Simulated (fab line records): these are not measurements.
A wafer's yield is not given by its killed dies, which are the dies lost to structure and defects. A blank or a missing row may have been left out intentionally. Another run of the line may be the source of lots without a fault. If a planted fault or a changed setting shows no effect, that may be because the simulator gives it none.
Split-lot trial ; flow n5Finfet ; on a route of 1938 steps: 7 lots, 39 wafers read

## THE SPLIT ITSELF
At N5_SD_EPI_P_EPI_21 (deposits SiGe:B, time 355 s), the setting timeS was moved away from the recipe's 355 s on 18 of the 39 wafers read, by -56.6% to +44.0%. For the rest of the wafers, this setting stayed at what the recipe calls for.

## FROM THE SPLIT TO THE READING: what the file shows between them, 6 steps
- N5_SD_EPI_P_EPI_MEAS_23
- N5_SD_EPI_P_HM_STRIP_48: strips SiNx in H3PO4, material SiNx, target depth 3 nm
- N5_SD_EPI_P_SRD_49: time 30 s
- N5_SD_EPI_P_PRECLEAN_24: cleans in O3/DIW, time 45 s
- N5_SD_ACTIVATION_RTA_00: time 0 s
- N5_SD_ACTIVATION_LSA_01: time 0.0008 s

## THE READING
RS_SD_P (ohm/sq), read at N5_SD_ACTIVATION_RS_MEAS_03 with a four-point probe. A value of 55.9 ohm/sq with a standard deviation of 0.89 ohm/sq is what fault-free wafers of this fab line usually give.

wafer;tool, chamber at the split;timeS as run, s;against the recipe;RS_SD_P, ohm/sq;against lot-mates on the recipe
L079.1;epiRpcvd-01, 0;355;recipe;56.9;-
L079.2;epiRpcvd-01, 0;153.9;-56.6%;116.9;+60.8
L079.3;epiRpcvd-01, 0;355;recipe;55.9;-
L079.4;epiRpcvd-01, 0;153.9;-56.6%;119.8;+63.7
L079.5;epiRpcvd-01, 0;355;recipe;55.6;-
L079.6;epiRpcvd-01, 0;153.9;-56.6%;118.0;+61.9
L083.1;epiRpcvd-01, 0;211.4;-40.5%;86.3;+31.5
L083.2;epiRpcvd-01, 0;211.4;-40.5%;86.5;+31.7
L083.3;epiRpcvd-01, 0;355;recipe;54.6;-
L083.4;epiRpcvd-01, 0;211.4;-40.5%;84.7;+29.9
L083.5;epiRpcvd-01, 0;355;recipe;54.7;-
L083.6;epiRpcvd-01, 0;355;recipe;55.1;-
L084.1;epiRpcvd-04, 0;355;recipe;55.1;-
L084.5;epiRpcvd-04, 0;355;recipe;55.9;-
L084.6;epiRpcvd-04, 0;355;recipe;56.1;-
L086.1;epiRpcvd-04, 0;355;recipe;56.6;-
L086.2;epiRpcvd-04, 0;189.6;-46.6%;98.7;+42.2
L086.3;epiRpcvd-04, 0;189.6;-46.6%;97.3;+40.8
L086.4;epiRpcvd-04, 0;189.6;-46.6%;97.8;+41.3
L086.5;epiRpcvd-04, 0;355;recipe;56.6;-
L086.6;epiRpcvd-04, 0;355;recipe;56.4;-
L089.1;epiRpcvd-01, 0;355;recipe;55.8;-
L089.2;epiRpcvd-01, 0;355;recipe;56.2;-
L089.3;epiRpcvd-01, 0;511.2;+44.0%;43.3;-12.7
L089.4;epiRpcvd-01, 0;511.2;+44.0%;43.4;-12.6
L089.5;epiRpcvd-01, 0;511.2;+44.0%;43.6;-12.4
L089.6;epiRpcvd-01, 0;355;recipe;56.1;-
L091.1;epiRpcvd-04, 0;232.2;-34.6%;78.2;+22.7
L091.2;epiRpcvd-04, 0;355;recipe;56.3;-
L091.3;epiRpcvd-04, 0;355;recipe;54.7;-
L091.4;epiRpcvd-04, 0;355;recipe;55.5;-
L091.5;epiRpcvd-04, 0;232.2;-34.6%;77.4;+21.9
L091.6;epiRpcvd-04, 0;232.2;-34.6%;79.2;+23.7
L092.1;epiRpcvd-04, 0;456.4;+28.6%;45.8;-8.8
L092.2;epiRpcvd-04, 0;456.4;+28.6%;45.9;-8.7
L092.3;epiRpcvd-04, 0;355;recipe;54.2;-
L092.4;epiRpcvd-04, 0;456.4;+28.6%;46.1;-8.5
L092.5;epiRpcvd-04, 0;355;recipe;55.1;-
L092.6;epiRpcvd-04, 0;355;recipe;54.6;-

THE FIT
A straight line over all 39 wafers: RS_SD_P changes by -0.716 ohm/sq for each +1% of timeS; r = -0.93; the points scatter about the line by 8 ohm/sq.
The same after taking each lot's own level away (the mean of its wafers on the recipe; 39 wafers): -0.711 ohm/sq for each +1%; r = -0.93; scatter 7.8 ohm/sq.
That fit puts the effect of the largest move of timeS on the reading at 40 ohm/sq.
Measured against the standard deviation above, the lots' own levels, which go from 54.63 to 56.53 ohm/sq, span 2.1 times it.
So the lot-to-lot level changes the slope little: the two slopes agree.
Check: for one of the wafers moved furthest among these (-56.6%), held out of the fit, the line's prediction against its lot-mates is +43.1 ohm/sq. It came out at +60.8 ohm/sq against them.

## OTHER SPLITS ON THESE WAFERS
These wafers also went through other splits before the reading. Each is held against what the fit with the lots' levels taken away leaves over:
other split on the same wafers;wafers away from the commonest value;r with RS_SD_P (lot level and that fit taken away)
N5_PMOS_HMC_CHANNEL_EPI_HM_DEP_34 timeS;15;-0.08

## THE WHOLE CHAIN: every reading that the file lists as answering this split, in the file's order
step;what it does;reading;change (the file's fit);r (the file's)
N5_SD_EPI_P_EPI_21;deposits SiGe:B, time 355 s;SiGe-B_of_SD_EPI_P_EPI_21.thkNm (the simulator's own value, which no gauge read);+0.517 nm for each +1% of the setting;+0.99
N5_SD_EPI_P_EPI_MEAS_23;;thkNm;withheld for each +1% of the setting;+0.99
N5_SD_EPI_P_HM_STRIP_48;strips SiNx in H3PO4, material SiNx, target depth 3 nm;SiGe-B_of_SD_EPI_P_EPI_21.thkNm (the simulator's own value, which no gauge read);+0.514 nm for each +1% of the setting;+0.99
N5_SD_ACTIVATION_RS_MEAS_03;measures by four-point-probe;RS_SD_P;-0.756 for each +1% of the setting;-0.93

## THE FILE'S OWN FIT
RS_SD_P changes by -0.756 ohm/sq for each +1% of timeS, r = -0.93.
